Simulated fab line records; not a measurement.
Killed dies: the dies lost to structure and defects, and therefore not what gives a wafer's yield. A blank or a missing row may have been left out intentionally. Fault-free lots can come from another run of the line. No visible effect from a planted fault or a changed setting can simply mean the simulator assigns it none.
fab line records	flow n5Finfet	part 1 of 2: steps 1 to 21 of 32
record: lots: 5	wafers: 15	lastDay: 16
route steps=1938 shown SD_EPI_N@290 SD_EPI_P@295
lots that met no fault: taken from a fault-free run of the same line
startH: the number of hours between the record's first day and the start of the first shown wafer of the lot	waitH: time in hours since the lot's previous step	" repeats the value in the row above	L1.1+2: several wafers, shown together as one row	- no value, or no start given	* or withheld: withheld	< > ~ a bound
route shown NAME@n: names a module that has steps shown in the file, with the first one's number in the route	usual: mean/standard deviation taken from wafers without a fault	same: alike in all rows	chamber/n: place in a boat	sites: each site's reading	_std_site: their standard deviation	_edge_site: inner sites' mean taken away from outer sites' mean	radiusMm: for every site, how far away it sits from the centre of the wafer	mask NAME#n: copy n	behind: the most recent tool/chamber to have shaped the wafer	hold: cause of the lot's hold/its duration in hours/its outcome	device: the n, p or np transistor that did not switch	end of line: the route-end tests of the same wafers	a step with no rows: only its recipe	killed: at the first sort, the dies lost to defects and structure; wafer yield is something else	map: the dies of a wafer, with x for killed, . for not killed, _ for no die there
set.NAME: setting as actually run; set.NAME@STEP: the setting as run at that earlier step	model.NAME: the simulator's own value behind a step, which no gauge read
lots at selected steps of the route; one table per step, one row per wafer
services: the hour from which a tool's chamber was out of use, counted from the record's first day as startH (under 0 if before that day), plus the number of hours and why
== steps ==
step: N5_SD_EPI_N_PRECLEAN_24
recipe: chemistry: O3/DIW	timeS: 60	tempC: 22	o3Ppm: 10
lot.wafer	tool	chamber	startH	waitH
L080.1+4+5	wetBench-03	1,3,2	87.83	0.0
L085.2+3+6	wetBench-02	0,5,2	127.55	0.0
L088.1+3+5	wetBench-03	1,6,7	136.51	0.0
L093.2+5+6	wetBench-03	2,4,5	167.10	0.0
L095.1+4+6	wetBench-06	3,0,2	178.60	0.0
step: N5_SD_EPI_N_SRD_25
recipe: timeS: 30	tempC: 23	rinseLiquid: diw	dry: ipaMarangoni
lot.wafer	tool	chamber	startH	waitH
L080.1+4+5	wetBench-03	1,3,2	87.87	0.0
L085.2+3+6	wetBench-02	0,5,2	127.57	0.0
L088.1+3+5	wetBench-03	1,6,7	136.53	0.0
L093.2+5+6	wetBench-03	2,4,5	167.12	0.0
L095.1+4+6	wetBench-06	3,0,2	178.62	0.0
step: N5_SD_EPI_N_PRECLEAN_49
recipe: chemistry: NF3:NH3	afsCycles: 1	tempC: 30	timeS: 20	sublimationTempC: 180	sublimationTimeS: 60	pressureTorr: 3	rfPowerW: 30
usual: sublimationTempC: 180.01/0.16
same: sublimationTimeS: 60
lot.wafer	tool	chamber	startH	waitH	sublimationTempC
L080.1	remotePlasma-01	0	87.93	0.0	180.16
L080.4	"	0	"	"	180.20
L080.5	"	0	"	"	180.48
L085.2	remotePlasma-01	1	127.65	0.1	179.97
L085.3	"	1	"	"	180.20
L085.6	"	1	"	"	180.07
L088.1	remotePlasma-02	1	136.57	0.0	179.75
L088.3	"	1	"	"	179.79
L088.5	"	1	"	"	179.87
L093.2	remotePlasma-01	1	167.20	0.1	179.85
L093.5	"	1	"	"	179.99
L093.6	"	1	"	"	179.93
L095.1	remotePlasma-01	1	178.67	0.0	179.77
L095.4	"	1	"	"	179.92
L095.6	"	1	"	"	180.31
step: N5_SD_EPI_N_LINER_46
recipe: material: SiNx	targetThkA: 30	tempC: 400	aldPrecursorFamily: SiH2I2	aldCoReactant: N2/H2-plasma	pressureTorr: 2
usual: heaterPowerW: 799/110
lot.wafer	tool	chamber	startH	waitH	heaterPowerW
L080.1	aldSin-01	0	88.13	0.2	688
L080.4	"	1	"	"	708
L080.5	"	1	"	"	702
L085.2	aldSin-02	0	127.82	0.1	950
L085.3	"	3	"	"	742
L085.6	"	3	"	"	746
L088.1	aldSin-01	0	136.79	0.2	707
L088.3	"	3	"	"	743
L088.5	"	1	"	"	698
L093.2	aldSin-04	1	167.41	0.2	829
L093.5	"	3	"	"	726
L093.6	"	0	"	"	907
L095.1	aldSin-02	1	179.21	0.5	717
L095.4	"	0	"	"	943
L095.6	"	1	"	"	697
step: N5_SD_EPI_N_INSPECT_26
recipe: inspectInstrument: darkfield	mode: postEpi
usual: rawDefectCount: 221/38
lot.wafer	tool	chamber	startH	waitH	rawDefectCount
L080.1	defectInspect-01	-	88.38	0.1	215
L080.4	"	-	"	"	198
L080.5	"	-	"	"	232
L085.2	defectInspect-01	-	128.07	0.1	239
L085.3	"	-	"	"	222
L085.6	"	-	"	"	291
L088.1	defectInspect-02	-	137.04	0.1	210
L088.3	"	-	"	"	199
L088.5	"	-	"	"	211
L093.2	defectInspect-01	-	167.66	0.1	249
L093.5	"	-	"	"	216
L093.6	"	-	"	"	232
L095.1	defectInspect-02	-	179.46	0.1	267
L095.4	"	-	"	"	239
L095.6	"	-	"	"	306
step: N5_SD_EPI_P_COAT_34
recipe: resist: SOC	tempC: 250	timeS: 60	spinRpm: 1500	resistThkNm: 350
usual: chillPlateTempC: 23.00/0.099
lot.wafer	tool	chamber	startH	waitH	chillPlateTempC
L080.1	lithoTrack-01	0	88.41	0.0	22.88
L080.4	"	0	"	"	22.93
L080.5	"	0	"	"	23.02
L085.2	lithoTrack-04	0	128.10	0.0	23.03
L085.3	"	0	"	"	22.96
L085.6	"	0	"	"	23.04
L088.1	lithoTrack-04	0	137.07	0.0	22.98
L088.3	"	0	"	"	22.88
L088.5	"	0	"	"	22.91
L093.2	lithoTrack-04	0	167.69	0.0	22.95
L093.5	"	0	"	"	22.94
L093.6	"	0	"	"	22.98
L095.1	lithoTrack-01	0	179.49	0.0	22.82
L095.4	"	0	"	"	23.01
L095.6	"	0	"	"	22.86
step: N5_SD_EPI_P_COAT_35
recipe: resist: SiARC	tempC: 220	timeS: 60	spinRpm: 1500	resistThkNm: 35
usual: chillPlateTempC: 22.99/0.12
lot.wafer	tool	chamber	startH	waitH	chillPlateTempC
L080.1	lithoTrack-01	0	-	-	22.99
L080.4	"	0	"	"	23.04
L080.5	"	0	"	"	23.04
L085.2	lithoTrack-04	0	-	-	23.21
L085.3	"	0	"	"	23.08
L085.6	"	0	"	"	23.28
L088.1	lithoTrack-04	0	-	-	22.86
L088.3	"	0	"	"	23.04
L088.5	"	0	"	"	22.93
L093.2	lithoTrack-04	0	-	-	22.96
L093.5	"	0	"	"	22.85
L093.6	"	0	"	"	23.03
L095.1	lithoTrack-01	0	-	-	22.99
L095.4	"	0	"	"	23.03
L095.6	"	0	"	"	22.87
step: N5_SD_EPI_P_COAT_03
recipe: resist: CAR-ArF-block	spinRpm: 1500	resistThkNm: 150
usual: chillPlateTempC: 23.01/0.11
lot.wafer	tool	chamber	startH	waitH	chillPlateTempC
L080.1	lithoTrack-01	0	-	-	23.10
L080.4	"	0	"	"	23.06
L080.5	"	0	"	"	23.13
L085.2	lithoTrack-04	0	-	-	22.93
L085.3	"	0	"	"	22.91
L085.6	"	0	"	"	22.71
L088.1	lithoTrack-04	0	-	-	22.87
L088.3	"	0	"	"	22.78
L088.5	"	0	"	"	22.92
L093.2	lithoTrack-04	0	-	-	22.80
L093.5	"	0	"	"	22.85
L093.6	"	0	"	"	23.01
L095.1	lithoTrack-01	0	-	-	22.94
L095.4	"	0	"	"	22.97
L095.6	"	0	"	"	23.07
step: N5_SD_EPI_P_EBR_05
recipe: solvent: PGMEA	ebrWidthMm: 1.5
usual: chillPlateTempC: 23.00/0.12
lot.wafer	tool	chamber	startH	waitH	chillPlateTempC
L080.1	lithoTrack-01	0	-	-	22.92
L080.4	"	0	"	"	22.90
L080.5	"	0	"	"	22.95
L085.2	lithoTrack-04	0	-	-	23.00
L085.3	"	0	"	"	23.12
L085.6	"	0	"	"	23.09
L088.1	lithoTrack-04	0	-	-	22.82
L088.3	"	0	"	"	23.01
L088.5	"	0	"	"	22.88
L093.2	lithoTrack-04	0	-	-	22.96
L093.5	"	0	"	"	22.96
L093.6	"	0	"	"	23.14
L095.1	lithoTrack-01	0	-	-	23.12
L095.4	"	0	"	"	23.16
L095.6	"	0	"	"	23.10
step: N5_SD_EPI_P_SOFTBAKE_04
recipe: tempC: 110	timeS: 60	resist: CAR-ArF-block
usual: chillPlateTempC: 23.00/0.11
lot.wafer	tool	chamber	startH	waitH	chillPlateTempC
L080.1	lithoTrack-01	0	-	-	23.00
L080.4	"	0	"	"	22.85
L080.5	"	0	"	"	22.98
L085.2	lithoTrack-04	0	-	-	22.78
L085.3	"	0	"	"	22.94
L085.6	"	0	"	"	22.92
L088.1	lithoTrack-04	0	-	-	22.90
L088.3	"	0	"	"	23.06
L088.5	"	0	"	"	22.95
L093.2	lithoTrack-04	0	-	-	23.01
L093.5	"	0	"	"	23.06
L093.6	"	0	"	"	23.12
L095.1	lithoTrack-01	0	-	-	23.15
L095.4	"	0	"	"	23.02
L095.6	"	0	"	"	22.86
step: N5_SD_EPI_P_EXPOSE_06
recipe: maskId: SD_P_BLK	na: 1.35	sourceShape: conventional	sigmaOuter: 0.8	polarization: unpolarized	targetCdNm: 240	doseMj: 39.5
lot.wafer	tool	chamber	startH	waitH	mask
L080.1+4+5	arfiScanner-03	0	88.66	-	SD_P_BLK#0
L085.2+3+6	arfiScanner-01	0	128.35	-	SD_P_BLK#0
L088.1+3+5	arfiScanner-01	0	137.31	-	SD_P_BLK#0
L093.2+5+6	arfiScanner-01	0	167.82	-	SD_P_BLK#0
L095.1+4+6	arfiScanner-02	0	179.61	-	SD_P_BLK#0
step: N5_SD_EPI_P_PEB_07
recipe: pebTempC: 110	pebTimeS: 60	resist: CAR-ArF-block
usual: chillPlateTempC: 23.00/0.097
same: pebTimeS: 60
lot.wafer	tool	chamber	startH	waitH	chillPlateTempC
L080.1	lithoTrack-05	0	88.71	0.1	23.06
L080.4	"	0	"	"	23.04
L080.5	"	0	"	"	22.97
L085.2	lithoTrack-04	0	128.40	0.0	22.93
L085.3	"	0	"	"	22.83
L085.6	"	0	"	"	22.98
L088.1	lithoTrack-01	0	137.37	0.1	22.93
L088.3	"	0	"	"	22.86
L088.5	"	0	"	"	23.06
L093.2	lithoTrack-05	0	167.87	0.0	23.09
L093.5	"	0	"	"	23.04
L093.6	"	0	"	"	23.01
L095.1	lithoTrack-01	0	179.67	0.1	23.11
L095.4	"	0	"	"	23.08
L095.6	"	0	"	"	22.95
step: N5_SD_EPI_P_DEVELOP_08
recipe: developTimeS: 30	developer: TMAH	resist: CAR-ArF-block	devTempC: 23	rinseLiquid: diw	dry: airSpin
usual: chillPlateTempC: 22.99/0.099
lot.wafer	tool	chamber	startH	waitH	chillPlateTempC
L080.1	lithoTrack-05	0	-	-	22.80
L080.4	"	0	"	"	22.93
L080.5	"	0	"	"	23.03
L085.2	lithoTrack-04	0	-	-	22.96
L085.3	"	0	"	"	22.88
L085.6	"	0	"	"	23.03
L088.1	lithoTrack-01	0	-	-	23.01
L088.3	"	0	"	"	22.92
L088.5	"	0	"	"	22.84
L093.2	lithoTrack-05	0	-	-	23.07
L093.5	"	0	"	"	23.05
L093.6	"	0	"	"	23.14
L095.1	lithoTrack-01	0	-	-	22.88
L095.4	"	0	"	"	22.94
L095.6	"	0	"	"	22.96
step: N5_SD_EPI_P_CD_MEAS_09
recipe: targetCdNm: 240	landingEnergyEv: 500	detector: seInlens
usual: cdNm: 240.0/0.8
lot.wafer	tool	chamber	startH	waitH	cdNm
L080.1	cdSem-01	0	88.78	-	240.4
L080.4	"	0	"	"	239.5
L080.5	"	0	"	"	240.9
L085.2	cdSem-01	0	128.47	-	241.2
L085.3	"	0	"	"	242.1
L085.6	"	0	"	"	240.1
L088.1	cdSem-03	0	137.44	-	239.3
L088.3	"	0	"	"	240.4
L088.5	"	0	"	"	239.6
L093.2	cdSem-01	0	167.94	-	240.2
L093.5	"	0	"	"	240.4
L093.6	"	0	"	"	241.1
L095.1	cdSem-03	0	179.73	-	240.2
L095.4	"	0	"	"	239.7
L095.6	"	0	"	"	240.6
step: N5_SD_EPI_P_OVL_MEAS_10
recipe: pointsPerWafer: 44
usual: SD_P_BLK_OVL: -0.7/0.73
lot.wafer	tool	chamber	startH	waitH	SD_P_BLK_OVL[nm]
L080.1	overlay-02	0	88.81	0.0	0.7
L080.4	"	0	"	"	-0.4
L080.5	"	0	"	"	-0.8
L085.2	overlay-01	0	128.50	0.0	1.2
L085.3	"	0	"	"	-1.7
L085.6	"	0	"	"	-0.1
L088.1	overlay-01	0	137.47	0.0	-0.7
L088.3	"	0	"	"	-1.0
L088.5	"	0	"	"	-1.1
L093.2	overlay-01	0	167.97	0.0	-1.5
L093.5	"	0	"	"	-0.4
L093.6	"	0	"	"	-1.5
L095.1	overlay-01	0	179.76	0.0	-1.4
L095.4	"	0	"	"	-1.0
L095.6	"	0	"	"	-0.7
step: N5_SD_EPI_P_INSPECT_11
recipe: mode: adi	inspectInstrument: macro
usual: rawDefectCount: 2.1/1.4
lot.wafer	tool	chamber	startH	waitH	rawDefectCount
L080.1	defectInspect-01	-	88.84	0.0	2
L080.4	"	-	"	"	2
L080.5	"	-	"	"	2
L085.2	defectInspect-01	-	128.52	0.0	1
L085.3	"	-	"	"	0
L085.6	"	-	"	"	3
L088.1	defectInspect-02	-	137.49	0.0	0
L088.3	"	-	"	"	2
L088.5	"	-	"	"	4
L093.2	defectInspect-01	-	167.99	0.0	6
L093.5	"	-	"	"	2
L093.6	"	-	"	"	4
L095.1	defectInspect-02	-	179.79	0.0	1
L095.4	"	-	"	"	1
L095.6	"	-	"	"	1
step: N5_SD_EPI_P_DESCUM_14
recipe: chemistry: O2	timeS: 7.9	sourcePowerW: 50	biasPowerW: 20	pressureMtorr: 20	rfFrequencyHz: 2.712e+07	tempC: 40	resist: CAR-ArF-block	o2FlowSccm: 225
usual: drypumpMotorCurrentA: 5.7/0.31	oesProductAu: 0.78/0.084	rfVppV: 243.2/1.3	showerheadPlenumPTorr: 2.09/0.075	throttleValvePct: 20.47/0.23
lot.wafer	tool	chamber	startH	waitH	drypumpMotorCurrentA	oesProductAu	rfHoursCounterH	rfVppV	showerheadPlenumPTorr	throttleValvePct
L080.1	rieDiel-05	3	88.87	0.0	6.1	0.68	240	243.1	1.97	20.87
L080.4	"	2	"	"	5.6	0.90	31	243.8	2.12	20.18
L080.5	"	2	"	"	5.6	0.89	-	242.8	2.12	20.16
L085.2	rieDiel-03	0	128.67	0.1	5.4	0.72	180	243.1	2.06	20.44
L085.3	"	1	"	"	6.2	0.72	172	241.3	2.01	20.62
L085.6	"	1	"	"	6.2	0.71	-	241.7	2.01	20.61
L088.1	rieDiel-06	1	137.52	0.0	5.9	0.75	158	245.0	2.20	20.59
L088.3	"	3	"	"	5.8	0.94	25	243.7	2.14	20.67
L088.5	"	2	"	"	5.5	0.71	-	243.2	2.09	20.42
L093.2	rieDiel-03	2	168.02	0.0	5.5	0.94	2	245.7	2.25	20.36
L093.5	"	2	"	"	5.5	0.94	-	244.8	2.25	20.36
L093.6	"	3	"	"	5.2	0.74	-	242.3	2.07	20.41
L095.1	rieDiel-05	0	180.02	0.2	5.8	0.76	145	242.4	2.01	20.68
L095.4	"	3	"	"	6.1	0.93	13	245.6	2.22	20.49
L095.6	"	0	"	"	5.8	0.76	-	241.8	2.01	20.68
step: N5_SD_EPI_P_ETCH_36
recipe: chemistry: CF4	target: SiARC	targetDepthA: 455	maskMaterial: CAR-ArF-block	timeS: 75.8	ionEnergyEv: 80	pressureMtorr: 40	sourceW: 545	biasW: 36	Ar_flow_sccm: 100	cf4FlowSccm: 100	ends: cleared
usual: drypumpMotorCurrentA: 5.7/0.31	etchRfOnTimeS: 74.8/2.3	oesProductAu: 0.67/0.073	rfVppV: 184.0/1.2	showerheadPlenumPTorr: 2.14/0.07	throttleValvePct: 15.67/0.2
lot.wafer	tool	chamber	startH	waitH	drypumpMotorCurrentA	etchRfOnTimeS	oesProductAu	rfHoursCounterH	rfVppV	showerheadPlenumPTorr	throttleValvePct
L080.1	rieDiel-05	3	88.91	0.0	6.1	78.0	0.57	240	181.9	2.03	16.06
L080.4	"	2	"	"	5.6	71.1	0.79	31	184.3	2.18	15.39
L080.5	"	2	"	"	5.6	70.9	0.80	-	182.6	2.18	15.38
L085.2	rieDiel-03	0	128.70	0.0	5.4	76.0	0.62	180	182.8	2.13	15.74
L085.3	"	1	"	"	6.2	73.2	0.63	172	183.8	2.06	15.81
L085.6	"	1	"	"	6.2	73.3	0.64	-	182.8	2.06	15.80
L088.1	rieDiel-06	1	137.56	0.0	5.9	76.5	0.64	158	185.5	2.23	15.74
L088.3	"	3	"	"	5.8	73.7	0.80	25	183.8	2.18	15.65
L088.5	"	2	"	"	5.5	78.3	0.59	-	183.6	2.12	15.56
L093.2	rieDiel-03	2	168.06	0.0	5.5	75.9	0.79	2	186.9	2.28	15.41
L093.5	"	2	"	"	5.5	76.2	0.80	-	184.0	2.28	15.42
L093.6	"	3	"	"	5.2	75.4	0.64	-	183.1	2.15	15.73
L095.1	rieDiel-05	0	180.05	0.0	5.8	71.3	0.67	145	184.0	2.07	15.93
L095.4	"	3	"	"	6.1	78.6	0.76	13	185.6	2.27	15.60
L095.6	"	0	"	"	5.8	70.6	0.67	-	183.7	2.07	15.92
step: N5_SD_EPI_P_ETCH_37
recipe: chemistry: N2/H2	target: SOC	overetchA: 1080	maskMaterial: SiARC	tempC: 40	ionEnergyEv: 100	sourceW: 3000	biasW: 133	pressureMtorr: 20	timeS: 486	n2FlowSccm: 200	h2FlowSccm: 200	ends: endPoint
usual: drypumpMotorCurrentA: 5.7/0.31	oesProductAu: 0.70/0.072	rfVppV: 240.6/1.4	showerheadPlenumPTorr: 2.53/0.091	throttleValvePct: 23.94/0.28
lot.wafer	tool	chamber	startH	waitH	drypumpMotorCurrentA	oesProductAu	rfHoursCounterH	rfVppV	showerheadPlenumPTorr	throttleValvePct
L080.1	rieDiel-05	3	88.96	0.0	6.1	0.61	240	239.2	2.40	24.44
L080.4	"	2	"	"	5.6	0.79	31	240.5	2.59	23.61
L080.5	"	2	"	"	5.6	0.79	-	242.3	2.59	23.60
L085.2	rieDiel-03	0	128.76	0.0	5.4	0.65	180	239.0	2.53	24.25
L085.3	"	1	"	"	6.2	0.65	172	239.1	2.43	24.02
L085.6	"	1	"	"	6.2	0.64	-	238.0	2.43	24.02
L088.1	rieDiel-06	1	137.62	0.0	5.9	0.68	158	243.6	2.65	23.89
L088.3	"	3	"	"	5.7	0.81	25	241.3	2.60	24.07
L088.5	"	2	"	"	5.5	0.63	-	240.4	2.53	23.97
L093.2	rieDiel-03	2	168.12	0.0	5.6	0.84	2	242.6	2.72	23.57
L093.5	"	2	"	"	5.5	0.84	-	243.7	2.72	23.56
L093.6	"	3	"	"	5.2	0.66	-	241.5	2.53	24.19
L095.1	rieDiel-05	0	180.11	0.0	5.8	0.68	145	239.8	2.43	23.74
L095.4	"	3	"	"	6.2	0.82	13	242.3	2.71	24.06
L095.6	"	0	"	"	5.9	0.69	-	239.7	2.43	23.74
step: N5_SD_EPI_P_STRIP_38
recipe: chemistry: N2/H2	tempC: 40	n2FlowSccm: 200	h2FlowSccm: 200	rfFrequencyHz: 6e+07
lot.wafer	tool	chamber	startH	waitH
L080.1+4+5	rieDiel-05	3,2,2	89.28	0.2
L085.2+3+6	rieDiel-03	0,1,1	129.07	0.2
L088.1+3+5	rieDiel-06	1,3,2	137.93	0.2
L093.2+5+6	rieDiel-03	2,2,3	168.43	0.2
L095.1+4+6	rieDiel-05	0,3,0	180.42	0.2
step: N5_SD_EPI_P_ETCHBACK_46
recipe: chemistry: CH3F/O2	mode: anisotropicEtchback	target: SiNx	targetDepthA: 175	stopOn: SiO2	overEtchFrac: 0.3	ionEnergyEv: 120	pressureMtorr: 30	sourceW: 395	biasW: 73	Ar_flow_sccm: 150	CH3F_flow_sccm: 30	O2_flow_sccm: 20
usual: drypumpMotorCurrentA: 5.7/0.31	oesProductAu: 0.66/0.068	rfVppV: 299/5	showerheadPlenumPTorr: 1.99/0.071	throttleValvePct: 16.38/0.21
same: overEtchFrac: 0.3
lot.wafer	tool	chamber	startH	waitH	drypumpMotorCurrentA	oesProductAu	rfHoursCounterH	rfVppV	showerheadPlenumPTorr	throttleValvePct
L080.1	rieDiel-05	3	89.29	0.0	6.1	0.58	240	304	1.89	16.81
L080.4	"	2	"	"	5.6	0.75	31	297	2.04	16.13
L080.5	"	2	"	"	5.6	0.76	-	297	2.04	16.15
L085.2	rieDiel-03	0	129.08	0.0	5.4	0.62	181	302	1.98	16.44
L085.3	"	1	"	"	6.2	0.62	173	299	1.91	16.52
L085.6	"	1	"	"	6.2	0.62	-	300	1.91	16.51
L088.1	rieDiel-06	1	137.94	0.0	5.9	0.65	158	301	2.08	16.41
L088.3	"	3	"	"	5.8	0.77	25	293	2.05	16.46
L088.5	"	2	"	"	5.5	0.61	-	296	1.98	16.23
L093.2	rieDiel-03	2	168.44	0.0	5.5	0.80	3	301	2.14	16.15
L093.5	"	2	"	"	5.5	0.82	-	301	2.14	16.16
L093.6	"	3	"	"	5.3	0.64	-	292	2.01	16.45
L095.1	rieDiel-05	0	180.43	0.0	5.8	0.64	146	294	1.92	16.57
L095.4	"	3	"	"	6.1	0.78	13	308	2.13	16.37
L095.6	"	0	"	"	5.8	0.65	-	293	1.92	16.57
